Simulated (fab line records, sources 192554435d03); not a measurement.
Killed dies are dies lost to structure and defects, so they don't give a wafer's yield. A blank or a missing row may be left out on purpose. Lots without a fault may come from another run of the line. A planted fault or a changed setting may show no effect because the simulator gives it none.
fab line records | flow n5_finfet
record lots=5 wafers=15 last_day=18
route steps=1938 shown BEOL_M9@1434 PASSIVATION@1936
lots that met no fault: from a run of the same line without faults
start_h: hours from the record's first day to the start of the lot's first wafer shown | wait_h: hours since the lot's step before | " the same as in the row above | L1.1+2: a row that stands for several wafers | - no value, or no start given | * or withheld: withheld | < > ~ a bound
route shown NAME@n: a module of which the file shows steps, and the number in the route of the first | usual: mean/standard deviation of fault-free wafers | same: alike in all rows | chamber/n: place in a boat | sites: the reading at each site | _std_site: their standard deviation | _edge_site: outer sites' mean less inner sites' | radius_mm: how far each site lies from the wafer's centre | mask NAME#n: copy n | behind: the tool/chamber that last shaped the wafer | hold: why the lot was held/for how many hours/how that ended | device: the transistor (n, p or np) that didn't switch | end of line: the same wafers' tests at the end of the route | a step without rows: its recipe alone | killed: dies lost to structure and defects at the first sort, not the wafer's yield | map: a wafer's dies, x killed, . not, _ none there
set.NAME: the setting as run; set.NAME@STEP: as run at that earlier step | model.NAME: the simulator's own value behind a step, which no gauge read
lots at some steps of the route; a table a step, a row a wafer
services: from which hour (start_h, from the record's first day; less than 0 if before it) a tool's chamber was out of use, for how many hours, and why
## steps
# step N5_BEOL_M9_CD_MEAS_28
# recipe target_cd_nm=70 landing_energy_ev=500 detector=se_inlens polarity=opening
# usual cd_nm=69.98/0.28
# columns lot.wafer tool chamber start_h wait_h cd_nm
L254.1 cd_sem-01 0 228.16 - 69.95
L254.4 " 0 " " 69.79
L254.6 " 0 " " 69.90
L256.3 cd_sem-03 0 249.10 - 69.69
L256.4 " 0 " " 69.72
L256.6 " 0 " " 70.10
L258.1 cd_sem-02 0 276.09 - 70.02
L258.5 " 0 " " 70.22
L258.6 " 0 " " 70.17
L270.2 cd_sem-02 0 330.90 - 69.11
L270.3 " 0 " " 69.53
L270.4 " 0 " " 69.66
L276.1 cd_sem-03 0 364.70 - 70.44
L276.2 " 0 " " 70.76
L276.3 " 0 " " 70.09
# step N5_BEOL_M9_OVL_MEAS_29
# recipe points_per_wafer=522
# usual V8_OVL=-0.4/0.63
# columns lot.wafer tool chamber start_h wait_h V8_OVL[nm]
L254.1 overlay-01 0 228.19 0.0 -1.1
L254.4 " 0 " " 0.8
L254.6 " 0 " " -0.1
L256.3 overlay-02 0 249.14 0.0 -0.7
L256.4 " 0 " " 0.3
L256.6 " 0 " " -0.7
L258.1 overlay-02 0 276.12 0.0 -0.4
L258.5 " 0 " " 0.1
L258.6 " 0 " " -1.4
L270.2 overlay-02 0 330.93 0.0 0.6
L270.3 " 0 " " 0.6
L270.4 " 0 " " 0.2
L276.1 overlay-02 0 364.73 0.0 -0.2
L276.2 " 0 " " -0.4
L276.3 " 0 " " -0.3
# step N5_BEOL_M9_INSPECT_30
# recipe mode=adi inspect_instrument=brightfield
# usual raw_defect_count=385/98
# columns lot.wafer tool chamber start_h wait_h raw_defect_count
L254.1 defect_inspect-02 - 228.24 0.1 398
L254.4 " - " " 294
L254.6 " - " " 337
L256.3 defect_inspect-01 - 249.19 0.0 317
L256.4 " - " " 414
L256.6 " - " " 521
L258.1 defect_inspect-01 - 276.18 0.1 329
L258.5 " - " " 546
L258.6 " - " " 429
L270.2 defect_inspect-01 - 330.98 0.0 505
L270.3 " - " " 394
L270.4 " - " " 400
L276.1 defect_inspect-02 - 364.80 0.1 265
L276.2 " - " " 227
L276.3 " - " " 191
# step N5_BEOL_M9_DESCUM_33
# recipe chemistry=O2 time_s=7 source_power_w=50 bias_power_w=20 pressure_mtorr=20 rf_frequency_hz=2.712e+07 temp_c=40 resist=CAR-EUV o2_flow_sccm=225
# step N5_BEOL_M9_ETCH_76
# recipe chemistry=N2/H2 target=underlayer target_depth_a=65 mask_material=CAR-EUV time_s=5.2 ion_energy_ev=200 pressure_mtorr=30 source_w=840 bias_w=150 n2_flow_sccm=200 h2_flow_sccm=200 ends=cleared
# usual drypump_motor_current_A=5.9/0.41 etch_rf_on_time_s=5.29/0.17 oes_product_au=0.66/0.08 rf_vpp_V=524.4/2.3 showerhead_plenum_p_Torr=2.56/0.07 throttle_valve_pct=17.87/0.27
# columns lot.wafer tool chamber start_h wait_h drypump_motor_current_A etch_rf_on_time_s oes_product_au rf_hours_counter_h rf_vpp_V showerhead_plenum_p_Torr throttle_valve_pct
L254.1 rie_diel-03 3 228.31 0.0 6.3 5.39 0.78 13 524.0 2.60 17.35
L254.4 " 2 " " 5.7 5.06 0.70 - 522.2 2.46 17.63
L254.6 " 1 " " 5.7 5.48 0.57 - 524.3 2.63 18.10
L256.3 rie_diel-04 3 249.26 0.0 5.3 5.33 0.61 208 524.9 2.63 18.22
L256.4 " 0 " " 6.1 5.36 0.71 87 526.5 2.58 17.54
L256.6 " 2 " " 6.4 5.04 0.88 - 525.3 2.62 17.84
L258.1 rie_diel-04 1 276.25 0.0 6.3 5.46 0.60 172 528.2 2.63 17.74
L258.5 " 1 " " 6.3 5.47 0.61 - 525.6 2.63 17.77
L258.6 " 2 " " 6.4 5.12 0.83 - 523.7 2.61 17.84
L270.2 rie_diel-06 0 331.95 0.0 5.4 5.21 0.59 235 522.9 2.50 18.25
L270.3 " 1 " " 5.3 5.58 0.59 186 523.6 2.53 18.05
L270.4 " 3 " " 6.0 5.47 0.57 246 521.2 2.41 18.24
L276.1 rie_diel-03 2 364.87 0.0 5.7 5.06 0.66 129 521.7 2.44 17.71
L276.2 " 3 " " 6.3 5.37 0.72 52 524.1 2.58 17.43
L276.3 " 0 " " 6.2 5.17 0.75 38 527.0 2.60 17.92
# step N5_BEOL_M9_ETCH_65
# recipe chemistry=CF4 target=SiARC target_depth_a=156 mask_material=CAR-EUV time_s=26 ion_energy_ev=80 pressure_mtorr=40 source_w=545 bias_w=36 Ar_flow_sccm=100 cf4_flow_sccm=100 ends=cleared
# step N5_BEOL_M9_ETCH_66
# recipe chemistry=N2/H2 target=SOC target_depth_a=800 overetch_a=160 mask_material=SiARC temp_c=40 time_s=120 ion_energy_ev=200 pressure_mtorr=30 source_w=840 bias_w=150 n2_flow_sccm=200 h2_flow_sccm=200
# step N5_BEOL_M9_STRIP_69
# recipe chemistry=N2/H2 temp_c=40 n2_flow_sccm=200 h2_flow_sccm=200 rf_frequency_hz=6e+07
# step N5_BEOL_M9_STRIP_77
# recipe chemistry=N2/H2 temp_c=40 n2_flow_sccm=200 h2_flow_sccm=200 rf_frequency_hz=6e+07
# step N5_BEOL_M9_VIA_ETCH_34
# recipe chemistry=C4F6/O2 target=SiCOH_lowk target_depth_a=1824 mask_material=SOC taper_deg=4 time_s=68.4 ion_energy_ev=250 pressure_mtorr=30 source_w=345 bias_w=185 Ar_flow_sccm=300 C4F6_flow_sccm=10 O2_flow_sccm=10
# step N5_BEOL_M9_STRIP_73
# recipe chemistry=C4F6/O2 resist=SiARC rf_frequency_hz=6e+07
# step N5_BEOL_M9_STRIP_36
# recipe chemistry=N2/H2 power_w=450 temp_c=40 pressure_mtorr=20 rf_frequency_hz=6e+07 overash_fraction=0.3 bias_power_w=7 h2_frac=0.5 n2_flow_sccm=200 h2_flow_sccm=200
# step N5_BEOL_M9_TRENCH_ETCH_37
# recipe chemistry=C4F6/O2 target_depth_a=1514.3 target=SiCOH_lowk time_s=49 ion_energy_ev=250 pressure_mtorr=30 source_w=345 bias_w=185 Ar_flow_sccm=300 C4F6_flow_sccm=10 O2_flow_sccm=10
# usual drypump_motor_current_A=5.9/0.41 oes_product_au=0.78/0.094 rf_vpp_V=666/9.5 showerhead_plenum_p_Torr=2.87/0.077 throttle_valve_pct=20.96/0.3
# columns lot.wafer tool chamber start_h wait_h drypump_motor_current_A oes_product_au rf_hours_counter_h rf_vpp_V showerhead_plenum_p_Torr throttle_valve_pct model.etch.depth_nm model.BEOL_M9.feature_depth_nm
L254.1 rie_diel-03 3 228.56 - 6.3 0.91 13 670 2.90 20.45 146.2 146.2
L254.4 " 2 " " 5.7 0.82 - 662 2.79 20.91 156.8 156.8
L254.6 " 1 " " 5.7 0.67 - 657 2.93 21.05 144.9 145
L256.3 rie_diel-04 3 249.50 - 5.3 0.72 208 663 2.93 21.28 149.6 149.6
L256.4 " 0 " " 6.1 0.83 87 683 2.86 20.42 147.4 147.4
L256.6 " 2 " " 6.4 0.99 - 670 2.90 20.83 150.8 150.8
L258.1 rie_diel-04 1 276.49 - 6.3 0.72 172 663 2.98 21.09 156.7 156.6
L258.5 " 1 " " 6.3 0.72 - 663 2.98 21.09 157 157
L258.6 " 2 " " 6.4 0.97 - 670 2.90 20.87 166.7 166.8
L270.2 rie_diel-06 0 332.19 - 5.4 0.68 235 672 2.81 21.41 148.6 148.6
L270.3 " 1 " " 5.3 0.69 186 650 2.85 21.12 142.9 142.8
L270.4 " 3 " " 6.0 0.66 246 649 2.69 21.26 143.1 143
L276.1 rie_diel-03 2 365.11 - 5.7 0.77 129 662 2.77 20.97 153.8 153.8
L276.2 " 3 " " 6.3 0.84 52 669 2.88 20.51 147.6 147.6
L276.3 " 0 " " 6.2 0.88 38 672 2.89 20.97 153.3 153.2
# step N5_BEOL_M9_ETCH_41
# recipe chemistry=CH3F/O2 target=SiCN target_depth_a=366 taper_deg=2 time_s=70.1 ion_energy_ev=120 mask_material=TiN pressure_mtorr=30 source_w=395 bias_w=75 Ar_flow_sccm=150 CH3F_flow_sccm=30 O2_flow_sccm=20
# step N5_BEOL_M9_STRIP_80
# recipe chemistry=N2/H2 time_s=10 power_w=450 temp_c=40 pressure_mtorr=20 rf_frequency_hz=6e+07 bias_power_w=7 n2_flow_sccm=200 h2_flow_sccm=200
# step N5_BEOL_M9_OCD_MEAS_38
# usual trench_depth_nm=149/3.9
# columns lot.wafer tool chamber start_h wait_h trench_depth_nm
L254.1 ocd-02 - 228.73 - 146
L254.4 " - " " 157
L254.6 " - " " 145
L256.3 ocd-01 - 249.68 - 149
L256.4 " - " " 148
L256.6 " - " " 151
L258.1 ocd-01 - 276.67 - 156
L258.5 " - " " 157
L258.6 " - " " 167
L270.2 ocd-01 - 332.38 - 149
L270.3 " - " " 143
L270.4 " - " " 143
L276.1 ocd-01 - 365.29 - 154
L276.2 " - " " 148
L276.3 " - " " 154
# step N5_BEOL_M9_HM_STRIP_39
# recipe chemistry=peroxide_tin_strip material=TiN target_depth_a=250 temp_c=50 time_s=158
# step N5_BEOL_M9_SRD_40
# recipe time_s=30 temp_c=23 rinse_liquid=diw dry=ipa_marangoni
# step N5_BEOL_M9_PRECLEAN_42
# recipe chemistry=residue_remover time_s=60 temp_c=40
# step N5_BEOL_M9_SRD_43
# recipe time_s=30 temp_c=23 rinse_liquid=diw dry=ipa_marangoni
# step N5_BEOL_M9_CD_MEAS_35
# recipe target_cd_nm=70 target_cd_y_nm=40 polarity=opening
# usual cd_nm=69.9/0.68
# columns lot.wafer tool chamber start_h wait_h cd_nm
L254.1 cd_sem-01 - 228.89 0.0 69.3
L254.4 " - " " 70.4
L254.6 " - " " 70.8
L256.3 cd_sem-03 - 249.83 0.0 69.5
L256.4 " - " " 69.7
L256.6 " - " " 70.2
L258.1 cd_sem-02 - 276.82 0.0 70.2
L258.5 " - " " 69.6
L258.6 " - " " 70.3
L270.2 cd_sem-02 - 332.53 0.0 70.0
L270.3 " - " " 70.3
L270.4 " - " " 70.2
L276.1 cd_sem-02 - 365.44 0.0 69.4
L276.2 " - " " 69.3
L276.3 " - " " 70.5
# step N5_BEOL_M9_CURE_72
# recipe temp_c=370 time_s=120 ambient=DMADMS/He material=SiCOH_lowk
# usual lamp_power_pct=52.31/0.05 wafer_temp_C_max=371.6/0.77
# columns lot.wafer tool chamber start_h wait_h lamp_power_pct wafer_temp_C_max
L254.1 uv_cure-02 2 228.93 0.0 52.38 373.8
L254.4 " 2 " " 52.24 373.6
L254.6 " 2 " " 52.38 372.3
L256.3 uv_cure-03 0 250.07 0.2 52.29 371.7
L256.4 " 0 " " 52.23 372.0
L256.6 " 0 " " 52.30 371.7
L258.1 uv_cure-01 1 276.86 0.0 52.22 371.5
L258.5 " 1 " " 52.35 372.0
L258.6 " 1 " " 52.35 371.0
L270.2 uv_cure-03 1 332.62 0.1 52.28 370.8
L270.3 " 1 " " 52.31 371.0
L270.4 " 1 " " 52.37 370.8
L276.1 uv_cure-02 0 365.48 0.0 52.32 371.1
L276.2 " 0 " " 52.18 371.3
L276.3 " 0 " " 52.35 371.1
# step N5_BEOL_M9_DEGAS_44
# recipe ambient=vacuum temp_c=250 time_s=60
# step N5_BEOL_M9_PRE_CLEAN_45
# recipe gas=H2/He time_s=30 temp_c=250
# usual heater_power_w=326/33
# columns lot.wafer tool chamber start_h wait_h heater_power_w
L254.1 pvd_sputter-02 - 229.54 0.0 348
L254.4 " - " " 327
L254.6 " - " " 329
L256.3 pvd_sputter-03 - 250.57 0.0 354
L256.4 " - " " 295
L256.6 " - " " 293
L258.1 pvd_sputter-03 - 277.27 0.0 312
L258.5 " - " " 297
L258.6 " - " " 362
L270.2 pvd_sputter-01 - 334.13 0.0 346
L270.3 " - " " 330
L270.4 " - " " 414
L276.1 pvd_sputter-01 - 365.85 0.0 343
L276.2 " - " " 339
L276.3 " - " " 329
# step N5_BEOL_M9_ALD_74
# recipe material=TaN target_thk_a=20 temp_c=275 ald_precursor_family=PDMAT ald_co_reactant=NH3 pressure_torr=3 carrier_flow_sccm=1500 pulse_time_s=2 purge_time_s=3 co_reactant_purge_time_s=2 co_reactant_pulse_time_s=3 ald_cycles=40 precursor_vessel_temp_c=75 precursor_vessel_pressure_torr=26.25 precursor_vessel_carrier_sccm=1000
# usual heater_power_w=417/45 precursor_vessel_carrier_sccm=1000/3
# columns lot.wafer tool chamber start_h wait_h heater_power_w precursor_vessel_carrier_sccm
L254.1 ald_metal-03 1 229.61 0.0 366 1001
L254.4 " 2 " " 447 998
L254.6 " 3 " " 415 1003
L256.3 ald_metal-03 2 250.63 0.0 466 1000
L256.4 " 0 " " 464 1003
L256.6 " 2 " " 454 997
L258.1 ald_metal-02 2 277.33 0.0 486 1003
L258.5 " 0 " " 369 1003
L258.6 " 2 " " 493 1005
L270.2 ald_metal-03 2 334.19 0.0 462 1004
L270.3 " 1 " " 367 1004
L270.4 " 0 " " 478 999
L276.1 ald_metal-04 0 365.92 0.0 417 1001
L276.2 " 2 " " 396 997
L276.3 " 3 " " 454 1003
# step N5_BEOL_M9_SURFACE_TREAT_79
# recipe gas=Ar time_s=* ion_energy_ev=* ion_current_ma_cm2=0.5 pressure_mtorr=* ar_flow_sccm=30
# step N5_BEOL_M9_CVD_78
# recipe material=Co target_thk_a=20 temp_c=withheld precursor=CCTBA/H2 pressure_torr=30 time_s=138.9
# step N5_BEOL_M9_SPUTTER_48
# recipe material=Cu target_thk_a=120 temp_c=-20 bias_v=60 power_w=26000 chamber_pressure_pa=0.13 time_s=2
# step N5_BEOL_M9_ECD_50
# recipe material=Cu target_thk_a=3180
# step N5_BEOL_M9_ANNEAL_51
# recipe temp_c=225 time_s=90 ambient=N2
# step N5_BEOL_M9_CMP_52
# recipe stop_on=SiCOH_lowk t_overpolish_s=7 down_force_psi=1 platen_rpm=50 clearing_platen_down_force_psi=1.5 clearing_platen_rpm=50 post_cmp_clean=cu_alkaline target_thk_nm=140 clearing_platen_pad_velocity_m_s=0.99484 pad_velocity_m_s=0.99484
# usual barrier_field_endpoint_s=29.1/0.84 motor_current_A=6.3/0.45 overpolish_run_s=7.000/0.0096 time_to_endpoint_s=66/3.6
# columns lot.wafer tool chamber start_h wait_h barrier_field_endpoint_s motor_current_A overpolish_run_s time_to_endpoint_s model.Cu_of_BEOL_M9_ECD_50.thk_nm
L254.4 cmp-03 1 233.91 0.4 30.1 7.0 6.995 69 146
L254.1 " 2 " " 30.8 6.1 6.997 72 135.4
L254.6 " 1 " " 30.4 6.8 7.000 69 133.6
L256.3 cmp-02 0 251.71 0.2 30.7 5.9 7.008 74 140.4
L256.4 " 3 " " 29.4 6.8 6.996 69 136.4
L256.6 " 1 " " 29.0 6.8 6.999 64 139.4
L258.1 cmp-01 3 279.23 0.5 29.1 6.1 6.999 71 146.8
L258.5 " 0 " " 28.6 5.3 7.010 70 145.6
L258.6 " 1 " " 28.5 6.7 7.016 67 155.6
L270.2 cmp-03 2 335.47 0.3 28.2 6.5 7.010 65 138.2
L270.4 " 0 " " 29.8 5.4 7.012 70 131.2
L270.3 " 1 " " 27.7 6.7 6.995 63 130
L276.1 cmp-03 3 366.98 0.3 27.1 6.8 6.996 59 140.4
L276.2 " 0 " " 28.4 5.7 6.972 67 135.6
L276.3 " 1 " " 27.8 6.9 6.991 63 141.2
# step N5_BEOL_M9_THK_MEAS_53
# recipe thk_meas_gauge=xrf reads=Cu_of_BEOL_M9_ECD_50
# usual M9_THK=140/4.3
# columns lot.wafer tool chamber start_h wait_h M9_THK[nm]
L254.1 film_metro-02 - 234.20 - 138
L254.4 " - " " 149
L254.6 " - " " 136
L256.3 film_metro-02 - 252.00 - 141
L256.4 " - " " 138
L256.6 " - " " 140
L258.1 film_metro-01 - 279.41 - 148
L258.5 " - " " 146
L258.6 " - " " 156
L270.2 film_metro-01 - 335.76 - 141
L270.3 " - " " 133
L270.4 " - " " 133
L276.1 film_metro-01 - 367.23 - 141
L276.2 " - " " 137
L276.3 " - " " 142
# step N5_BEOL_M9_PRE_CLEAN_55
# recipe gas=NH3 time_s=15 temp_c=withheld rf_power_w=300
# step N5_BEOL_M9_DEP_56
# recipe material=SiCN target_thk_a=150 temp_c=withheld precursor=3MS/NH3 pressure_torr=3 rf_w=202 time_s=26.5
# usual showerhead_plenum_p_Torr=3.667/0.013 throttle_valve_pct=9.0/0.58
# columns lot.wafer tool chamber start_h wait_h showerhead_plenum_p_Torr throttle_valve_pct
L254.1 pecvd-01 2 234.28 0.0 3.665 8.2
L254.4 " 2 " " 3.669 8.3
L254.6 " 1 " " 3.682 9.8
L256.3 pecvd-02 1 252.07 0.0 3.648 8.6
L256.4 " 1 " " 3.649 8.6
L256.6 " 2 " " 3.678 8.9
L258.1 pecvd-02 1 279.48 0.0 3.648 8.6
L258.5 " 1 " " 3.654 8.5
L258.6 " 0 " " 3.647 8.8
L270.2 pecvd-01 2 335.83 0.0 3.679 8.3
L270.3 " 1 " " 3.680 10.0
L270.4 " 0 " " 3.690 10.3
L276.1 pecvd-01 1 367.30 0.0 3.674 9.9
L276.2 " 0 " " 3.683 9.9
L276.3 " 2 " " 3.675 8.3
# step N5_BEOL_M9_RS_MEAS_57
# recipe thk_meas_gauge=four-point-probe reads=Cu_of_BEOL_M9_ECD_50+Co_of_BEOL_M9_CVD_78+TaN_of_BEOL_M9_ALD_74
# usual M9_RS=0.154/0.0051
# columns lot.wafer tool chamber start_h wait_h M9_RS[ohm/sq]
L254.1 film_metro-02 - 234.37 0.1 0.157
L254.4 " - " " 0.144
L254.6 " - " " 0.159
L256.3 film_metro-02 - 252.14 0.1 0.150
L256.4 " - " " 0.155
L256.6 " - " " 0.151
L258.1 film_metro-01 - 279.55 0.1 0.143
L258.5 " - " " 0.144
L258.6 " - " " 0.134
L270.2 film_metro-02 - 335.91 0.1 0.153
L270.3 " - " " 0.164
L270.4 " - " " 0.162
L276.1 film_metro-01 - 367.37 0.1 0.150
L276.2 " - " " 0.156
L276.3 " - " " 0.149
# step N5_BEOL_M9_INSPECT_58
# recipe inspect_instrument=darkfield mode=post_dep
# usual raw_defect_count=65/25
# columns lot.wafer tool chamber start_h wait_h raw_defect_count
L254.1 defect_inspect-02 - 234.40 0.0 29
L254.4 " - " " 38
L254.6 " - " " 51
L256.3 defect_inspect-02 - 252.17 0.0 74
L256.4 " - " " 56
L256.6 " - " " 53
L258.1 defect_inspect-01 - 279.57 0.0 35
L258.5 " - " " 23
L258.6 " - " " 34
L270.2 defect_inspect-02 - 335.93 0.0 46
L270.3 " - " " 40
L270.4 " - " " 50
L276.1 defect_inspect-02 - 367.39 0.0 44
L276.2 " - " " 40
L276.3 " - " " 39
# step N5_PASSIVATION_PROBE_49
# usual defect_limited_yield=91.2/1.5 killed_at_M0_to_M3=33/9.6 killed_at_M4_up=14/5.6 killed_at_contacts=14/5.5 killed_at_front_end=40/13 killed_at_other=4/3 killed_dies=104/17 killed_on_rim=14/4.3 killed_open=68/13 killed_short=33/7.2 sort_bin_5_function=5.2/0.95 sort_bin_6_memory=3.3/0.62 sort_bin_8_speed=0.00/0.012 sort_n_pass=1076/17 sort_yield_pct=91.2/1.5
# same gross_dies=1180 killed_at_back_side=0 sort_bin_4_leakage[%]=0
# columns lot.wafer tool chamber start_h wait_h defect_limited_yield[%] killed_at_M0_to_M3 killed_at_M4_up killed_at_contacts killed_at_front_end killed_at_other killed_dies killed_on_rim killed_open killed_short sort_bin_5_function[%] sort_bin_6_memory[%] sort_bin_8_speed[%] sort_n_pass sort_yield_pct[%]
L254.1 prober-02 - 299.14 0.0 93.6 25 12 10 26 2 75 11 46 27 4.0 2.3 0 1105 93.6
L254.4 prober-02 - 299.29 0.2 93.6 31 11 8 21 5 76 9 46 28 3.6 2.6 0 1104 93.6
L254.6 prober-02 - 299.39 0.3 92.4 26 11 17 34 2 90 11 63 21 3.3 4.1 0.08 1089 92.3
L256.3 prober-02 - 315.73 0.1 92.3 32 6 8 41 4 91 6 69 22 4.2 3.4 0 1089 92.3
L256.4 prober-02 - 315.78 0.2 91.1 47 12 16 26 4 105 15 67 38 5.3 3.6 0 1075 91.1
L256.6 prober-02 - 315.88 0.3 90.2 39 10 15 48 4 116 14 65 50 5.2 3.9 0 1064 90.2
L258.1 prober-01 - 337.59 0.0 91.9 28 18 18 26 6 96 8 72 24 5.1 2.9 0 1084 91.9
L258.5 prober-01 - 337.79 0.2 89.0 30 17 21 48 14 130 16 82 48 5.8 4.6 0 1050 89.0
L258.6 prober-01 - 337.84 0.3 92.2 29 9 11 38 5 92 14 65 27 4.3 3.1 0 1088 92.2
L270.2 prober-02 - 397.79 0.1 90.8 29 17 8 51 3 108 19 71 36 5.5 3.3 0 1072 90.8
L270.3 prober-02 - 397.84 0.1 89.2 35 14 17 56 5 127 20 81 42 6.5 3.6 0 1053 89.2
L270.4 prober-02 - 397.89 0.2 89.4 39 16 14 53 3 125 18 89 29 5.6 4.3 0 1055 89.4
L276.1 prober-01 - 429.05 0.0 93.4 29 17 13 18 1 78 8 55 23 4.0 2.4 0 1102 93.4
L276.2 prober-01 - 429.10 0.1 91.8 40 17 10 27 3 97 9 63 33 4.6 3.1 0 1083 91.8
L276.3 prober-01 - 429.15 0.1 93.6 37 10 7 17 4 75 9 43 31 3.2 3.1 0 1105 93.6
# killed by level:class
L254.1 FIN_SAQP:geometric_particle:open=5 BEOL_M3:geometric_particle:open=5 STI_FIN_REVEAL:geometric_particle:open=5 MOL_CONTACT_COAG:geometric_particle:short=5 BEOL_M0_SAQP:geometric_particle:short=5 BEOL_M1:geometric_particle:open=5 BEOL_M2:geometric_particle:open=5 MOL_CONTACT_COAG:geometric_particle:open=4
L254.4 BEOL_M0_SAQP:geometric_particle:open=9 MOL_CONTACT_COAG:geometric_particle:open=7 BEOL_M2:geometric_particle:open=7 BEOL_M0_SAQP:geometric_particle:short=6 DUMMY_GATE:geometric_particle:open=5 BEOL_M2:geometric_particle:short=4 GATE_CUT:geometric_particle:short=3 BEOL_M8:geometric_particle:open=3
L254.6 FIN_SAQP:geometric_particle:open=13 MOL_CONTACT_COAG:geometric_particle:open=13 BEOL_M2:geometric_particle:open=7 DUMMY_GATE:geometric_particle:open=5 BEOL_M1:geometric_particle:open=4 BEOL_M2:geometric_particle:short=4 STARTING-WAFER:geometric_particle:short=4 BEOL_M0_SAQP:geometric_particle:short=3
L256.3 FIN_SAQP:geometric_particle:open=11 DUMMY_GATE:geometric_particle:open=11 BEOL_M2:geometric_particle:open=9 MOL_CONTACT_COAG:geometric_particle:open=8 BEOL_M0_SAQP:geometric_particle:open=6 BEOL_M0_SAQP:geometric_particle:short=6 FIN_SAQP:geometric_particle:short=5 STI_FIN_REVEAL:geometric_particle:open=5
L256.4 MOL_CONTACT_COAG:geometric_particle:open=11 BEOL_M3:geometric_particle:open=11 FIN_SAQP:geometric_particle:short=8 BEOL_M0_SAQP:geometric_particle:open=8 BEOL_M0_SAQP:geometric_particle:short=7 BEOL_M0:geometric_particle:open=7 BEOL_M2:geometric_particle:open=6 MOL_CONTACT_COAG:geometric_particle:short=5
L256.6 FIN_SAQP:geometric_particle:short=13 FIN_SAQP:geometric_particle:open=11 MOL_CONTACT_COAG:geometric_particle:open=11 BEOL_M0_SAQP:geometric_particle:short=8 STARTING-WAFER:geometric_particle:short=7 BEOL_M2:geometric_particle:open=6 BEOL_M2:geometric_particle:short=5 BEOL_M3:geometric_particle:open=5
L258.1 FIN_SAQP:geometric_particle:open=14 MOL_CONTACT_COAG:geometric_particle:open=13 BEOL_M3:geometric_particle:open=10 BEOL_M4:geometric_particle:open=7 MOL_CONTACT_COAG:geometric_particle:short=5 BEOL_M0_SAQP:geometric_particle:open=5 BEOL_M0_SAQP:geometric_particle:short=5 FIN_SAQP:geometric_particle:short=4
L258.5 MOL_CONTACT_COAG:geometric_particle:open=17 STI_FIN_REVEAL:geometric_particle:open=12 FIN_SAQP:geometric_particle:open=10 BEOL_M0_SAQP:geometric_particle:short=10 BEOL_M4:geometric_particle:open=9 BEOL_M0_SAQP:geometric_particle:open=7 STARTING-WAFER:geometric_particle:short=7 FIN_SAQP:geometric_particle:short=6
L258.6 STI_FIN_REVEAL:geometric_particle:open=11 BEOL_M3:geometric_particle:open=8 MOL_CONTACT_COAG:geometric_particle:open=7 FIN_SAQP:geometric_particle:open=6 BEOL_M1:geometric_particle:open=6 STARTING-WAFER:geometric_particle:open=6 STARTING-WAFER:geometric_particle:short=6 GATE_CUT:geometric_particle:short=4
L270.2 FIN_SAQP:geometric_particle:open=17 STI_FIN_REVEAL:geometric_particle:open=11 FIN_SAQP:geometric_particle:short=9 BEOL_M0_SAQP:geometric_particle:open=9 MOL_CONTACT_COAG:geometric_particle:open=8 BEOL_M3:geometric_particle:open=6 BEOL_M0_SAQP:geometric_particle:short=6 BEOL_M4:geometric_particle:short=6
L270.3 FIN_SAQP:geometric_particle:open=20 MOL_CONTACT_COAG:geometric_particle:open=15 FIN_SAQP:geometric_particle:short=13 BEOL_M2:geometric_particle:open=11 BEOL_M0_SAQP:geometric_particle:short=11 BEOL_M4:geometric_particle:open=8 DUMMY_GATE:geometric_particle:open=6 GATE_CUT:geometric_particle:short=6
L270.4 STI_FIN_REVEAL:geometric_particle:open=22 MOL_CONTACT_COAG:geometric_particle:open=12 BEOL_M0_SAQP:geometric_particle:open=12 FIN_SAQP:geometric_particle:open=8 BEOL_M1:geometric_particle:open=8 FIN_SAQP:geometric_particle:short=7 BEOL_M2:geometric_particle:open=6 BEOL_M0_SAQP:geometric_particle:short=4
L276.1 MOL_CONTACT_COAG:geometric_particle:open=13 BEOL_M0_SAQP:geometric_particle:short=7 BEOL_M3:geometric_particle:open=6 SPACER0:geometric_particle:open=5 BEOL_M0_SAQP:geometric_particle:open=5 BEOL_M4:geometric_particle:open=5 FIN_SAQP:geometric_particle:short=4 BEOL_M4:geometric_particle:short=4
L276.2 BEOL_M0_SAQP:geometric_particle:short=14 MOL_CONTACT_COAG:geometric_particle:open=10 BEOL_M0_SAQP:geometric_particle:open=10 BEOL_M3:geometric_particle:open=8 BEOL_M4:geometric_particle:open=7 STARTING-WAFER:geometric_particle:short=7 GATE_CUT:geometric_particle:open=5 BEOL_M5:geometric_particle:open=4
L276.3 BEOL_M0_SAQP:geometric_particle:open=15 BEOL_M0_SAQP:geometric_particle:short=11 MOL_CONTACT_COAG:geometric_particle:open=6 BEOL_M3:geometric_particle:open=5 STARTING-WAFER:geometric_particle:short=5 FIN_SAQP:geometric_particle:short=3 BEOL_M6:geometric_particle:open=3 BEOL_M3:geometric_particle:short=3
## services
# columns tool chamber start_h hours kind
rie_diel-06 0 211.47 8.5 repair
cmp-03 - 211.73 4.0 pm
ald_metal-03 2 216.14 3.1 repair
cmp-02 - 220.59 2.2 repair
pecvd-01 0 221.01 1.7 repair
pecvd-01 - 224.83 0.8 repair
uv_cure-03 - 226.46 5.7 repair
pecvd-01 - 243.92 14.6 pm
uv_cure-02 - 271.68 7.5 pm
rie_diel-03 - 272.06 0.8 repair
ald_metal-03 - 282.01 8.7 pm
pecvd-01 1 289.14 3.5 repair
uv_cure-03 - 291.28 22.2 pm
cmp-03 - 292.90 0.4 repair
pecvd-01 - 310.82 0.3 repair
rie_diel-03 3 317.24 8.8 repair
ald_metal-03 1 323.95 7.4 repair
pvd_sputter-01 - 326.95 3.2 repair
rie_diel-04 3 334.18 5.4 repair
uv_cure-03 - 348.76 0.4 repair
cmp-03 - 351.54 0.9 repair
cmp-03 - 355.75 5.8 pm
cmp-03 - 362.54 1.7 repair
pecvd-02 2 365.17 18.7 repair
## key
first_sign step=N5_BEOL_M9_OCD_MEAS_38 reading=trench_depth_nm direction=up sigmas=2.8 usual=149 struck=160
effect step=N5_BEOL_M9_THK_MEAS_53 reading=M9_THK direction=up sigmas=2.4 usual=140 struck=150
effect step=N5_BEOL_M9_RS_MEAS_57 reading=M9_RS direction=down sigmas=2.6 usual=0.154 struck=0.140
model_effect step=N5_BEOL_M9_TRENCH_ETCH_37 value=etch.depth_nm without=150.3 struck=160.1
model_effect step=N5_BEOL_M9_CMP_52 value=Cu_of_BEOL_M9_ECD_50.thk_nm without=139.5 struck=149.3
met_at N5_BEOL_M9_TRENCH_ETCH_37
struck_wafers L258.1,L258.5,L258.6
onset_between 249.50 276.49
also_fits N5_BEOL_M9_ETCH_76:rie_diel-04
fault kind=process_parameter_drift tool=rie_diel-04 chamber=- onset_h=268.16 steps=N5_BEOL_M9_TRENCH_ETCH_37 channel=target_depth_a offset=98.929 shape=step end_h=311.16 acts_in=these_recipes_only stated=1514.3
